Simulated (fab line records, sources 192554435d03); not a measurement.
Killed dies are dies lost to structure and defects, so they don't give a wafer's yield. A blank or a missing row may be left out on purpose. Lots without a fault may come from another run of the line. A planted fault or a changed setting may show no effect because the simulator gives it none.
Split-lot experiment | flow n5_finfet | 7 lots, 21 wafers read, on a route of 1938 steps

THE SPLIT
At N5_BEOL_M7_ETCH_66 (etches SOC in N2/H2, target depth 80 nm, overetch 16 nm, time 120 s), the setting time_s was moved away from the recipe's 120 s on 6 of the 21 wafers read, by -20.0% to +10.4%. The other wafers ran this setting at the recipe's value.

The reading is taken at the split's own step.

THE READING
SiARC_of_BEOL_M7_COAT_64.thk_nm (the simulator's own value, which no gauge read), in nm, at N5_BEOL_M7_ETCH_66 (etches SOC in N2/H2, target depth 80 nm, overetch 16 nm, time 120 s). The file gives no usual value for it. The 15 wafers here that ran the recipe average 6.4 nm, standard deviation 0.18 nm.

wafer  | tool, chamber at the split | time_s as run, s | against the recipe | SiARC_of_BEOL_M7_COAT_64.thk_nm, nm | against lot-mates on the recipe
L075.1 | rie_diel-03, 3             | 120              | recipe             | 6                                   | -
L075.4 | rie_diel-03, 0             | 120              | recipe             | 6.2                                 | -
L075.5 | rie_diel-03, 2             | 120              | recipe             | 6.6                                 | -
L079.4 | rie_diel-03, 3             | 120              | recipe             | 6.2                                 | -
L079.5 | rie_diel-03, 1             | 120              | recipe             | 6.6                                 | -
L079.6 | rie_diel-03, 2             | 120              | recipe             | 6.4                                 | -
L085.2 | rie_diel-06, 0             | 132.5            | +10.4%             | 5.8                                 | -0.6
L085.3 | rie_diel-06, 3             | 132.5            | +10.4%             | 6                                   | -0.4
L085.6 | rie_diel-06, 1             | 120              | recipe             | 6.4                                 | -
L092.2 | rie_diel-06, 2             | 120              | recipe             | 6.4                                 | -
L092.3 | rie_diel-06, 1             | 106.7            | -11.1%             | 7                                   | +0.6
L092.4 | rie_diel-06, 3             | 106.7            | -11.1%             | 7.2                                 | +0.8
L093.4 | rie_diel-03, 1             | 120              | recipe             | 6.4                                 | -
L093.5 | rie_diel-03, 1             | 120              | recipe             | 6.6                                 | -
L093.6 | rie_diel-03, 0             | 113.1            | -5.8%              | 6.6                                 | +0.1
L095.1 | rie_diel-03, 3,0,3         | 120              | recipe             | 6.2                                 | -
L095.4 | rie_diel-03, 3,0,3         | 120              | recipe             | 6.2                                 | -
L095.5 | rie_diel-03, 3,0,3         | 120              | recipe             | 6.2                                 | -
L097.2 | rie_diel-06, 1             | 120              | recipe             | 6.4                                 | -
L097.3 | rie_diel-06, 0             | 95.99            | -20.0%             | 7.6                                 | +1.1
L097.5 | rie_diel-06, 3             | 120              | recipe             | 6.6                                 | -
Where a row lists several chambers, the file gives one row for several wafers and doesn't say which wafer went through which chamber.

THE FIT
A straight line over all 21 wafers: SiARC_of_BEOL_M7_COAT_64.thk_nm changes by -0.0575 nm for each +1% of time_s; r = -0.91; the points scatter about the line by 0.18 nm.
The same after taking each lot's own level away (the mean of its wafers on the recipe; 21 wafers): -0.0539 nm for each +1%; r = -0.93; scatter 0.15 nm.
On that fit, the largest move of time_s shifts the reading by 1.1 nm.
The lots' own levels span 6.20 to 6.50 nm, that is 1.6 times the standard deviation above.
So the lot-to-lot level changes the slope little: the two slopes agree.
Check: with one of the wafers moved furthest among these (-20.0%) left out of the fit, the line predicts +1.07 nm for it against its lot-mates. It came out at +1.1 nm against them.

OTHER SPLITS ON THESE WAFERS
These wafers also went through other splits before the reading. Each is held against what the fit with the lots' levels taken away leaves over:
other split on the same wafers | wafers away from the commonest value | r with SiARC_of_BEOL_M7_COAT_64.thk_nm (lot level and that fit taken away)
N5_BEOL_M7_COAT_05 spin_rpm    | 6                                    | +0.29

THE FILE'S OWN FIT
SiARC_of_BEOL_M7_COAT_64.thk_nm changes by -0.0535 nm for each +1% of time_s, r = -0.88.
